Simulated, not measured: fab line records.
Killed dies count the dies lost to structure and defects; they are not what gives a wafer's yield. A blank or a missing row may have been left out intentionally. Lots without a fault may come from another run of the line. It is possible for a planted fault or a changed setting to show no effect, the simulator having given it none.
fab line records	flow nand_harc
record: lots: 13	wafers: 39	last_day: 24
route steps=1159 shown A_WL_FILL@814 A_CONTACT@840 END@1159
lots with no fault: from the same line, run without faults
start_h: hours from the record's first day to the start of the lot's first wafer shown	wait_h: time in hours since the lot's previous step	" same as the row above	L1.1+2: a single row standing in for several wafers	- no value, or no start was given	* or withheld: withheld	< > ~ a bound
route shown NAME@n: NAME is a module with steps in the file, n the number in the route of the first one	usual: the fault-free wafers' mean and standard deviation	same: alike in all rows	chamber/n: place in a boat	sites: readings site by site	_std_site: standard deviation across them	_edge_site: the outer-site mean with the inner-site mean subtracted	radius_mm: for every site, how far away it sits from the centre of the wafer	mask NAME#n: copy n	behind: the last tool/chamber to shape the wafer	hold: cause of the lot's hold/its duration in hours/its outcome	device: whichever transistor did not switch (one of n, p or np)	end of line: the same wafers' tests at the end of the route	step lacking rows: just its recipe	killed: dies lost to structure and defects at the first sort, not the wafer's yield	map: dies across one wafer; x = killed, . = not, _ = none there
set.NAME: the run value of the setting; set.NAME@STEP: its run value at that earlier step	model.NAME: the simulator's own value behind a step, which no gauge read
one table for each step of the route and one row for each wafer, over a sample of lots
services: from which hour (start_h, from the record's first day; less than 0 if before it) a tool's chamber was out of use, for how many hours, and why
== steps ==
step: NHARC_A_WL_FILL_ETCHBACK_04
recipe: target_depth_a: 600	time_s: 120	chemistry: NF3
usual: drypump_motor_current_A: 6.1/0.44	oes_product_au: 1.001/0.007
lot.wafer	tool	chamber	start_h	wait_h	drypump_motor_current_A	oes_product_au	rf_hours_counter_h
L214.2	rie_metal-02	1	353.98	2.3	6.6	1.006	3.7
L214.6	"	1	"	"	6.7	1.002	-
L214.5	"	0	"	"	6.6	0.991	-
L215.1	rie_metal-03	0	358.02	2.8	6.4	1.004	2.0
L215.2	"	1	"	"	6.2	1.005	2.0
L215.6	"	0	"	"	6.4	0.996	-
L216.2	rie_metal-02	1	358.29	2.8	6.6	1.017	4.1
L216.4	"	1	"	"	6.7	1.011	-
L216.3	"	0	"	"	6.6	1.005	-
L217.2	rie_metal-01	1	363.69	4.3	5.7	1.001	0.7
L217.1	"	0	"	"	5.4	0.990	0.7
L217.3	"	0	"	"	5.4	0.996	-
L219.1	rie_metal-01	1	371.56	2.3	5.7	1.012	1.1
L219.2	"	0	"	"	5.4	0.999	1.1
L219.6	"	1	"	"	5.7	1.004	-
L218.2	rie_metal-02	0	384.81	2.4	6.6	0.994	4.9
L218.4	"	1	"	"	6.6	1.002	-
L218.3	"	0	"	"	6.6	0.992	-
L221.2	rie_metal-02	1	399.83	4.3	6.6	1.005	0.0
L221.3	"	1	"	"	6.6	1.001	-
L221.5	"	1	"	"	6.6	1.002	-
L227.4	rie_metal-01	1	414.53	2.0	5.7	0.999	-
L227.5	"	0	"	"	5.5	1.002	-
L227.6	"	1	"	"	5.8	1.002	-
L225.3	rie_metal-03	1	423.61	1.5	6.2	1.003	-
L225.5	"	0	"	"	6.4	1.001	-
L225.6	"	1	"	"	6.1	0.997	-
L226.2	rie_metal-02	1	423.62	2.9	6.6	1.005	0.4
L226.3	"	1	"	"	6.6	1.002	-
L226.5	"	0	"	"	6.6	0.995	-
L231.1	rie_metal-01	0	451.76	2.4	5.4	0.995	3.4
L231.2	"	1	"	"	5.7	1.005	3.4
L231.4	"	0	"	"	5.4	0.996	-
L236.1	rie_metal-03	0	469.96	2.9	6.4	1.005	0.2
L236.2	"	1	"	"	6.2	1.007	0.2
L236.4	"	0	"	"	6.4	1.006	-
L234.2	rie_metal-03	1	472.74	2.3	6.2	1.011	0.5
L234.1	"	0	"	"	6.4	1.006	0.5
L234.5	"	1	"	"	6.1	1.013	-
step: NHARC_A_WL_FILL_ETCHBACK_05
recipe: target_depth_a: 220	time_s: 60	temp_c: 40	chemistry: Cl2/BCl3
usual: drypump_motor_current_A: 6.1/0.44	oes_product_au: 1.003/0.0073	temp_c: 40.01/0.11
lot.wafer	tool	chamber	start_h	wait_h	drypump_motor_current_A	oes_product_au	rf_hours_counter_h	temp_c
L214.2	rie_metal-02	1	354.21	0.2	6.7	0.997	3.8	40.24
L214.5	"	1	"	"	6.7	1.003	-	40.08
L214.6	"	0	"	"	6.5	0.991	-	40.02
L215.1	rie_metal-03	1	358.26	0.2	6.2	1.005	2.1	39.99
L215.2	"	0	"	"	6.4	0.991	2.1	40.03
L215.6	"	0	"	"	6.4	1.000	-	39.87
L216.2	rie_metal-02	1	358.54	0.2	6.6	1.017	4.3	40.03
L216.4	"	0	"	"	6.5	0.996	-	40.05
L216.3	"	1	"	"	6.6	1.011	-	40.08
L217.1	rie_metal-01	1	363.93	0.2	5.7	1.003	0.8	39.82
L217.2	"	0	"	"	5.5	1.008	0.8	39.98
L217.3	"	1	"	"	5.7	1.002	-	39.92
L219.2	rie_metal-01	1	371.80	0.2	5.7	1.014	1.3	40.01
L219.1	"	0	"	"	5.5	1.003	1.3	39.92
L219.6	"	0	"	"	5.5	1.006	-	40.05
L218.2	rie_metal-02	1	385.02	0.2	6.6	1.003	4.9	40.19
L218.3	"	1	"	"	6.6	0.995	-	39.88
L218.4	"	0	"	"	6.6	0.979	-	40.06
L221.2	rie_metal-02	1	400.04	0.2	6.6	1.002	0.1	39.90
L221.3	"	1	"	"	6.6	1.005	-	39.95
L221.5	"	0	"	"	6.6	0.994	-	39.97
L227.4	rie_metal-01	0	414.70	0.1	5.4	0.995	-	40.05
L227.5	"	1	"	"	5.7	0.995	-	39.99
L227.6	"	0	"	"	5.4	1.003	-	40.08
L225.3	rie_metal-03	0	423.78	0.1	6.4	0.996	-	39.96
L225.6	"	1	"	"	6.1	1.007	-	40.06
L225.5	"	0	"	"	6.4	0.996	-	40.22
L226.2	rie_metal-02	1	423.84	0.2	6.6	1.004	0.5	40.10
L226.3	"	0	"	"	6.5	1.014	-	40.20
L226.5	"	0	"	"	6.6	1.017	-	40.18
L231.2	rie_metal-01	1	452.00	0.2	5.7	1.007	3.5	39.98
L231.1	"	0	"	"	5.4	1.004	3.5	40.16
L231.4	"	1	"	"	5.7	1.002	-	40.01
L236.2	rie_metal-03	1	470.20	0.2	6.1	1.009	0.4	40.05
L236.1	"	0	"	"	6.4	1.014	0.4	40.01
L236.4	"	1	"	"	6.1	1.014	-	40.00
L234.2	rie_metal-03	0	472.98	0.2	6.4	1.001	0.6	40.00
L234.1	"	1	"	"	6.1	1.007	0.6	39.99
L234.5	"	0	"	"	6.4	1.000	-	39.84
step: NHARC_A_WL_FILL_ALD_19
recipe: target_thk_a: 20	pulse_time_s: 3	ald_cycles: 100	temp_c: 450	material: TiN
usual: ald_cycles: 100/0	heater_power_w: 1132/81	precursor_pulse_height_rel: 1.000/0.018
lot.wafer	tool	chamber	start_h	wait_h	ald_cycles	heater_power_w	precursor_pulse_height_rel
L214.2	ald_metal-04	3	370.08	0.1	100	1077	1.000
L214.5	"	2	"	"	100	1160	1.026
L214.6	"	3	"	"	100	1058	0.986
L216.2	ald_metal-02	0	374.19	0.1	100	1048	1.004
L216.4	"	2	"	"	100	1254	1.025
L216.3	"	3	"	"	100	1019	1.006
L215.2	ald_metal-04	2	374.22	0.1	100	1187	1.001
L215.1	"	3	"	"	100	1064	0.990
L215.6	"	3	"	"	100	1063	1.030
L217.2	ald_metal-04	0	379.87	0.1	100	1287	0.998
L217.3	"	2	"	"	100	1137	0.989
L217.1	"	3	"	"	100	1098	0.980
L219.1	ald_metal-04	0	390.38	0.1	100	1359	0.999
L219.2	"	2	"	"	100	1164	0.979
L219.6	"	2	"	"	100	1153	1.014
L218.3	ald_metal-02	1	402.31	0.1	100	1055	1.007
L218.2	"	2	"	"	100	1234	1.005
L218.4	"	1	"	"	100	1032	0.995
L221.2	ald_metal-02	0	413.89	0.1	100	1038	0.973
L221.3	"	1	"	"	100	1060	1.019
L221.5	"	1	"	"	100	1027	0.992
L227.4	ald_metal-04	3	430.76	0.2	100	1052	1.008
L227.5	"	0	"	"	100	1254	0.980
L227.6	"	1	"	"	50	1104	1.014
L225.3	ald_metal-03	3	439.70	0.1	100	1104	1.001
L225.6	"	2	"	"	100	1173	1.023
L225.5	"	3	"	"	100	1115	1.014
L226.2	ald_metal-04	1	439.70	0.1	100	1109	1.007
L226.3	"	2	"	"	50	1210	0.975
L226.5	"	1	"	"	100	1111	0.954
L231.4	ald_metal-03	3	469.67	0.1	100	1094	0.995
L231.2	"	1	"	"	100	1086	1.013
L231.1	"	2	"	"	100	1119	0.991
L236.1	ald_metal-03	1	485.90	0.1	100	1065	0.999
L236.2	"	2	"	"	100	1167	1.004
L236.4	"	3	"	"	100	1118	0.987
L234.1	ald_metal-02	1	489.07	0.1	100	1050	1.005
L234.2	"	2	"	"	100	1252	1.011
L234.5	"	2	"	"	100	1267	1.006
step: NHARC_A_CONTACT_DEP_24
recipe: target_thk_a: 5000	temp_c: 400	pressure_torr: 6.5	rf_w: 900	teos_flow_sccm: 161.4	flow_sccm: 2650	target_thk_nm: 500	gas: O2	material: SiO2
usual: heater_power_w: 529/76	throttle_valve_pct: 15.9/0.65
lot.wafer	tool	chamber	start_h	wait_h	heater_power_w	throttle_valve_pct
L214.2	pecvd-01	1	377.20	0.1	415	17.0
L214.6	"	2	"	"	492	16.3
L214.5	"	0	"	"	509	15.1
L216.2	pecvd-03	2	381.91	0.1	445	16.1
L216.3	"	0	"	"	533	16.1
L216.4	"	0	"	"	550	15.9
L215.1	pecvd-01	2	382.07	0.1	430	16.3
L215.2	"	0	"	"	526	14.9
L215.6	"	0	"	"	555	14.9
L217.2	pecvd-04	2	391.11	0.1	617	15.6
L217.1	"	0	"	"	450	15.6
L217.3	"	1	"	"	566	15.8
L219.1	pecvd-04	0	405.01	0.2	474	15.8
L219.2	"	2	"	"	610	15.5
L219.6	"	1	"	"	613	15.4
L218.2	pecvd-04	1	411.37	0.1	572	16.1
L218.3	"	2	"	"	599	15.9
L218.4	"	2	"	"	628	15.8
L221.2	pecvd-03	0	420.38	0.1	569	15.9
L221.3	"	1	"	"	611	15.0
L221.5	"	2	"	"	508	16.3
L227.4	pecvd-01	1	437.04	0.3	473	16.8
L227.5	"	0	"	"	588	14.6
L226.2	pecvd-03	0	445.44	0.1	566	15.9
L226.5	"	0	"	"	594	16.0
L225.3	pecvd-04	0	445.80	0.4	425	15.5
L225.5	"	0	"	"	440	15.5
L225.6	"	2	"	"	648	15.8
L231.2	pecvd-04	2	482.87	0.1	653	15.5
L231.1	"	1	"	"	612	15.9
L231.4	"	0	"	"	456	16.0
L236.2	pecvd-04	0	497.92	0.1	457	15.8
L236.1	"	1	"	"	629	16.2
L236.4	"	1	"	"	652	15.8
L234.1	pecvd-01	1	501.12	0.1	478	16.9
L234.2	"	0	"	"	481	14.8
L234.5	"	2	"	"	446	17.1
step: NHARC_END_SORT_01
recipe: temp_c: 25
usual: killed_at_array: 29/12	killed_at_other: 0.7/1	killed_at_periphery: 4/3.2	killed_dies: 34/12	killed_open: 3.4/2	killed_short: 1.8/1.3
same: gross_dies: 677
lot.wafer	tool	chamber	start_h	wait_h	killed_at_array	killed_at_other	killed_at_periphery	killed_dies	killed_open	killed_short
L227.4	prober-01	0	507.43	3.4	22	1	2	25	5	0
L227.5	prober-01	0	508.22	3.7	31	1	2	34	4	2
L227.6	prober-01	0	509.01	3.9	675	0	2	677	2	3
L226.2	prober-02	0	530.92	2.8	38	0	3	41	2	3
L226.3	prober-02	0	531.72	3.1	673	1	3	677	3	1
L226.5	prober-02	0	533.32	3.7	44	0	1	45	3	4
killed by level:class
L227.4 A_SLIT:chamber_film_flake=9 A_CHANNEL_HOLE_D1:chamber_film_flake=5 A_STAIRCASE:chamber_film_flake=3 P_CONTACT:geometric_particle:open=1 P_M2:geometric_particle:open=1 A_ONON_D1:geometric_particle:open=1 A_CHANNEL_FILL_D1:geometric_particle:open=1 A_CONTACT:geometric_particle:open=1
L227.5 A_SLIT:chamber_film_flake=14 A_CHANNEL_HOLE_D1:chamber_film_flake=7 A_CONTACT:chamber_film_flake=3 A_STAIRCASE:chamber_film_flake=2 P_M2:geometric_particle:open=1 A_ONON_D1:geometric_particle:open=1 A_STAIRCASE:geometric_particle:open=1 A_WL_FILL:geometric_particle:open=1
L227.6 A_WL_FILL:area_ald=643 A_SLIT:chamber_film_flake=14 A_CHANNEL_HOLE_D1:chamber_film_flake=6 A_STAIRCASE:chamber_film_flake=4 A_CONTACT:chamber_film_flake=3 P_GATE:geometric_particle:short=1 P_CONTACT:geometric_particle:short=1 A_WL_FILL:geometric_particle:short=1
L226.2 A_SLIT:chamber_film_flake=15 A_CHANNEL_HOLE_D1:chamber_film_flake=14 A_STAIRCASE:chamber_film_flake=3 A_M1:chamber_film_flake=2 P_M0:geometric_particle:short=1 A_CHANNEL_FILL_D1:geometric_particle:open=1 A_STAIRCASE:geometric_particle:short=1 A_SGD_CUT:geometric_particle:short=1
L226.3 A_WL_FILL:area_ald=638 A_SLIT:chamber_film_flake=16 A_CHANNEL_HOLE_D1:chamber_film_flake=14 A_STAIRCASE:chamber_film_flake=2 P_CONTACT:geometric_particle:open=1 P_M0:geometric_particle:open=1 A_ONON_D1:geometric_particle:open=1 A_WL_FILL:geometric_particle:short=1
L226.5 A_SLIT:chamber_film_flake=16 A_CHANNEL_HOLE_D1:chamber_film_flake=12 A_M1:chamber_film_flake=4 A_STAIRCASE:chamber_film_flake=3 A_WL_FILL:geometric_particle:short=2 A_CONTACT:geometric_particle:open=2 A_CONTACT:chamber_film_flake=2 P_M0:geometric_particle:short=1
== services ==
tool	chamber	start_h	hours	kind
rie_metal-01	-	332.00	9.0	pm
pecvd-03	-	334.93	1.5	repair
pecvd-03	0	347.50	4.0	repair
ald_metal-03	-	357.83	0.6	repair
ald_metal-02	-	364.00	10.0	pm
ald_metal-04	1	371.06	23.9	repair
pecvd-04	-	376.49	13.0	pm
rie_metal-02	-	388.00	9.0	pm
rie_metal-02	0	388.00	9.0	vent_cycle
rie_metal-02	1	388.00	9.0	vent_cycle
rie_metal-02	0	397.00	-	clean
rie_metal-02	1	397.00	-	clean
ald_metal-02	3	397.44	27.3	repair
ald_metal-04	-	406.00	10.0	pm
pecvd-04	2	414.33	10.2	repair
pecvd-01	-	418.00	13.0	pm
ald_metal-02	0	429.46	5.1	repair
pecvd-01	2	432.73	13.6	repair
rie_metal-03	-	453.00	9.0	pm
ald_metal-02	0	462.85	24.2	repair
pecvd-04	-	473.31	0.7	repair
pecvd-03	-	473.49	13.0	pm
ald_metal-02	1	499.40	7.0	repair
ald_metal-03	-	500.06	10.0	pm
== key ==
first_sign: step: NHARC_A_WL_FILL_ALD_19	reading: ald_cycles	direction: down	sigmas: 99+	usual: 100	struck: 50
effect: step: NHARC_END_SORT_01	reading: killed_dies	direction: up	sigmas: 55	usual: 34	struck: 677
more_kills_born_at: NHARC_A_WL_FILL_ALD_19@ald_metal-04: 1281
met_at NHARC_A_WL_FILL_ALD_19
struck_lots L226,L227
struck_wafers L226.3,L227.6
later_rows_left_out L226.3,L227.6
tester_left_out L226,L227
not_acting_at NHARC_A_WL_FILL_ETCHBACK_04,NHARC_A_WL_FILL_ETCHBACK_05,NHARC_A_CONTACT_DEP_24
onset_between 390.38 430.76
fault: kind: process_parameter_drift	tool: ald_metal-04	chamber: -	onset_h: 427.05	steps: NHARC_A_WL_FILL_ALD_19	channel: ald_cycles	offset: -50	shape: step	end_h: 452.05	scope: struck_wafers_only	acts_in: these_recipes_only	stated: 100
tester_left_out: of these lots the tester's yield and bins aren't shown, on N5 and GAA mostly nor the transistor test; their killed dies are dies lost to structure and defects alone, not to doping, threshold or leakage, so they don't give the yield
later_rows_left_out: the simulator's readings of these wafers behind a module that went badly wrong aren't trusted and aren't shown, but for the sort
